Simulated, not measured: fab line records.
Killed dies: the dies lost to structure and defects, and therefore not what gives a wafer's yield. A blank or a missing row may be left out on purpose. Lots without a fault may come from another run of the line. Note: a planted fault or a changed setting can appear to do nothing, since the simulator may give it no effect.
Split-lot trial / flow n5_finfet / on a route of 1938 steps: 7 lots, 21 wafers read

ON THE SPLIT
At N5_HKMG_FIN_PEB_10 (peb time 60 s), the setting peb_time_s was moved away from the recipe's 60 s on 6 of the 21 wafers read, by -10.3% to +19.7%. All remaining wafers had this setting at the recipe value.

FROM THE SPLIT ON TO THE READING: in between, the file shows 1 step
- N5_HKMG_FIN_DEVELOP_11: develop time 30 s

THE READING
cd_nm (nm) at N5_HKMG_FIN_CD_MEAS_12, where the cd target is 92.8 nm. A value of 92.6 nm with a standard deviation of 0.7 nm is what fault-free wafers of this fab line usually give.

wafer=L077.2; tool, chamber at the split=litho_track-03, 0; peb_time_s as run, s=60; against the recipe=recipe; cd_nm, nm=94.1; against lot-mates on the recipe=-
wafer=L077.3; tool, chamber at the split=litho_track-03, 0; peb_time_s as run, s=60; against the recipe=recipe; cd_nm, nm=92.6; against lot-mates on the recipe=-
wafer=L077.4; tool, chamber at the split=litho_track-03, 0; peb_time_s as run, s=60; against the recipe=recipe; cd_nm, nm=92.6; against lot-mates on the recipe=-
wafer=L084.1; tool, chamber at the split=litho_track-05, 0; peb_time_s as run, s=60; against the recipe=recipe; cd_nm, nm=92.5; against lot-mates on the recipe=-
wafer=L084.2; tool, chamber at the split=litho_track-05, 0; peb_time_s as run, s=60; against the recipe=recipe; cd_nm, nm=92.2; against lot-mates on the recipe=-
wafer=L084.4; tool, chamber at the split=litho_track-05, 0; peb_time_s as run, s=60; against the recipe=recipe; cd_nm, nm=91.0; against lot-mates on the recipe=-
wafer=L086.2; tool, chamber at the split=litho_track-03, 0; peb_time_s as run, s=60; against the recipe=recipe; cd_nm, nm=93.9; against lot-mates on the recipe=-
wafer=L086.4; tool, chamber at the split=litho_track-03, 0; peb_time_s as run, s=60; against the recipe=recipe; cd_nm, nm=94.3; against lot-mates on the recipe=-
wafer=L086.6; tool, chamber at the split=litho_track-03, 0; peb_time_s as run, s=71.79; against the recipe=+19.7%; cd_nm, nm=98.9; against lot-mates on the recipe=+4.8
wafer=L087.1; tool, chamber at the split=litho_track-03, 0; peb_time_s as run, s=64.49; against the recipe=+7.5%; cd_nm, nm=90.1; against lot-mates on the recipe=+2.6
wafer=L087.2; tool, chamber at the split=litho_track-03, 0; peb_time_s as run, s=60; against the recipe=recipe; cd_nm, nm=87.7; against lot-mates on the recipe=-
wafer=L087.6; tool, chamber at the split=litho_track-03, 0; peb_time_s as run, s=60; against the recipe=recipe; cd_nm, nm=87.2; against lot-mates on the recipe=-
wafer=L093.4; tool, chamber at the split=litho_track-01, 0; peb_time_s as run, s=60; against the recipe=recipe; cd_nm, nm=92.3; against lot-mates on the recipe=-
wafer=L093.5; tool, chamber at the split=litho_track-01, 0; peb_time_s as run, s=60; against the recipe=recipe; cd_nm, nm=92.9; against lot-mates on the recipe=-
wafer=L093.6; tool, chamber at the split=litho_track-01, 0; peb_time_s as run, s=60; against the recipe=recipe; cd_nm, nm=93.0; against lot-mates on the recipe=-
wafer=L096.2; tool, chamber at the split=litho_track-01, 0; peb_time_s as run, s=60; against the recipe=recipe; cd_nm, nm=91.9; against lot-mates on the recipe=-
wafer=L096.4; tool, chamber at the split=litho_track-01, 0; peb_time_s as run, s=53.82; against the recipe=-10.3%; cd_nm, nm=88.1; against lot-mates on the recipe=-3.8
wafer=L096.6; tool, chamber at the split=litho_track-01, 0; peb_time_s as run, s=53.82; against the recipe=-10.3%; cd_nm, nm=89.5; against lot-mates on the recipe=-2.4
wafer=L097.1; tool, chamber at the split=litho_track-05, 0; peb_time_s as run, s=64.94; against the recipe=+8.2%; cd_nm, nm=98.3; against lot-mates on the recipe=+2.7
wafer=L097.3; tool, chamber at the split=litho_track-05, 0; peb_time_s as run, s=60; against the recipe=recipe; cd_nm, nm=95.6; against lot-mates on the recipe=-
wafer=L097.4; tool, chamber at the split=litho_track-05, 0; peb_time_s as run, s=64.94; against the recipe=+8.2%; cd_nm, nm=97.3; against lot-mates on the recipe=+1.7

FIT RESULTS
A straight line over all 21 wafers: cd_nm changes by +0.35 nm for each +1% of peb_time_s; r = +0.68; the points scatter about the line by 2.4 nm.
The same after taking each lot's own level away (the mean of its wafers on the recipe; 21 wafers): +0.272 nm for each +1%; r = +0.95; scatter 0.54 nm.
That fit puts the effect of the largest move of peb_time_s on the reading at 5.3 nm.
Across the lots, their own levels run from 87.45 to 95.60 nm, a range of 11.6 times the standard deviation given above.
So the lot-to-lot level blurs the effect unless lot-mates are compared.
Check: for one of the wafers moved furthest among these (+19.7%), held out of the fit, the line's prediction against its lot-mates is +5.83 nm. Against them it came out at +4.8 nm.

ADDITIONAL SPLITS CARRIED BY THESE WAFERS
Before the reading, these wafers also passed through other splits. Each is held against what the fit with the lots' levels taken away leaves over:
other split on the same wafers=N5_SD_EPI_P_COAT_34 spin_rpm; wafers away from the commonest value=5; r with cd_nm (lot level and that fit taken away)=-0.18
other split on the same wafers=N5_SDB_COAT_05 spin_rpm; wafers away from the commonest value=6; r with cd_nm (lot level and that fit taken away)=+0.42
other split on the same wafers=N5_HKMG_FIN_ETCH_58 bias_w; wafers away from the commonest value=8; r with cd_nm (lot level and that fit taken away)=+0.08

THE FILE'S OWN FIT
cd_nm changes by +0.265 nm for each +1% of peb_time_s, r = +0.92.
